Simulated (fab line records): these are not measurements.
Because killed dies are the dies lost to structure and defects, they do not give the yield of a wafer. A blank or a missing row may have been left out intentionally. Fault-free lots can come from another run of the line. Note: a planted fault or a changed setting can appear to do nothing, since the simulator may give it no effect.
What tool caused it? ; flow nand-harc ; 33 wafers from 11 lots sampled at 5 of the route's 1302 steps

## WHAT THE GAUGES SHOWED, per wafer
NHARC_P_GATE_CD_MEAS_59: the cd target is 720 nm.
lot;measured;on;cd-nm (nm)
L219;day 5 15:55;cd-sem-01;719.7 718.1 720.2
L223;day 7 05:15;cd-sem-02;720.1 718.1 719.0
L224;day 7 20:58;cd-sem-02;719.5 716.3 720.3
L225;day 8 06:54;cd-sem-02;720.1 719.5 720.4
L227;day 9 00:51;cd-sem-02;706.5 706.7 705.7
L228;day 9 11:56;cd-sem-03;719.5 720.7 720.6
L238;day 13 10:21;cd-sem-03;722.1 721.4 723.8
L239;day 14 09:16;cd-sem-03;720.1 721.5 721.9
L240;day 14 17:43;cd-sem-01;719.7 718.8 719.5
L241;day 14 22:50;cd-sem-02;720.5 720.1 719.8
L242;day 15 04:55;cd-sem-02;720.7 719.2 720.6

## EACH LOT AND THE TOOL THAT RAN IT (in order: tool; ch and the chambers of the sampled wafers; start)
lot;NHARC_P_GATE_STRIP_108;NHARC_P_GATE_DESCUM_48;NHARC_P_GATE_STRIP_75;NHARC_P_GATE_EXPOSE_56
L219;rie-diel-03 ch 1,2, day 5 02:50;rie-diel-06 ch 0,1,3, day 5 14:26;plasma-asher-02 ch 0,1, day 5 15:07;krf-scanner-01 ch 0, day 5 15:45
L223;rie-diel-05 ch 1,3, day 6 14:07;rie-diel-03 ch 0,1,3, day 7 03:40;plasma-asher-02 ch 0,1, day 7 04:20;krf-scanner-04 ch 0, day 7 05:06
L224;rie-diel-06 ch 1,2,3, day 7 05:59;rie-diel-03 ch 0,1,2, day 7 19:29;plasma-asher-01 ch 0,1, day 7 20:08;krf-scanner-04 ch 0, day 7 20:48
L225;rie-diel-06 ch 0,2,3, day 7 18:14;rie-diel-03 ch 0,3, day 8 05:19;plasma-asher-02 ch 0,1, day 8 05:58;krf-scanner-02 ch 0, day 8 06:44
L227;rie-diel-03 ch 1,2,3, day 8 12:00;rie-diel-05 ch 1,2, day 8 23:15;plasma-asher-01 ch 0,1, day 8 23:55;krf-scanner-01 ch 0, day 9 00:42
L228;rie-diel-06 ch 2,3, day 8 20:52;rie-diel-05 ch 1,3, day 9 10:29;plasma-asher-01 ch 0, day 9 11:08;krf-scanner-01 ch 0, day 9 11:47
L238;rie-diel-06 ch 0,1,3, day 12 21:24;rie-diel-06 ch 0,1,2, day 13 08:45;plasma-asher-02 ch 0,1, day 13 09:25;krf-scanner-01 ch 0, day 13 10:11
L239;rie-diel-03 ch 1,2, day 13 20:23;rie-diel-05 ch 0,1,2, day 14 07:48;plasma-asher-02 ch 0,1, day 14 08:29;krf-scanner-01 ch 0, day 14 09:07
L240;rie-diel-06 ch 0,1,3, day 14 04:56;rie-diel-06 ch 0,1,3, day 14 16:09;plasma-asher-02 ch 0,1, day 14 16:50;krf-scanner-02 ch 0, day 14 17:34
L241;rie-diel-05 ch 1,3, day 14 09:50;rie-diel-03 ch 0,1, day 14 21:13;plasma-asher-02 ch 0, day 14 21:55;krf-scanner-04 ch 0, day 14 22:41
L242;rie-diel-05 ch 0,1,3, day 14 16:01;rie-diel-06 ch 1,2,3, day 15 03:21;plasma-asher-02 ch 0,1, day 15 04:01;krf-scanner-01 ch 0, day 15 04:46
- NHARC_P_GATE_STRIP_108: strips in O2.
- NHARC_P_GATE_DESCUM_48: chemistry O2, time 3 s.
- NHARC_P_GATE_STRIP_75: strips in O2.
- NHARC_P_GATE_EXPOSE_56: exposes mask P PSD, target cd 720 nm.

## THE ANSWER, worked out from the rows above alone
Rule: usual is defined by the lots themselves. The widest of any qualifying gaps counts: lots, ordered by their means at a reading, are off when they make up no more than a third of the lots, leave a main group of 4 or more, and stand apart from it by 3 or more times the standard deviation of that group's means. Not used: any main group whose means are identical at the precision the tables above print for the reading. A lot without any number at a reading at which 4 lots or more have one is off too. Any other lot the step has rows for is counted as sound.
Off: L227, at NHARC_P_GATE_CD_MEAS_59 (cd-nm). The main group has a mean of 720.1 nm with a standard deviation of 1.
A tool fits if, at a process step before that reading, it ran every lot that is off, and no sound lot after the first of them. The gauges at NHARC_P_GATE_CD_MEAS_59 are tried like those tools. Not one of the candidates tried fits.

## WHAT THE SIMULATOR PUT IN
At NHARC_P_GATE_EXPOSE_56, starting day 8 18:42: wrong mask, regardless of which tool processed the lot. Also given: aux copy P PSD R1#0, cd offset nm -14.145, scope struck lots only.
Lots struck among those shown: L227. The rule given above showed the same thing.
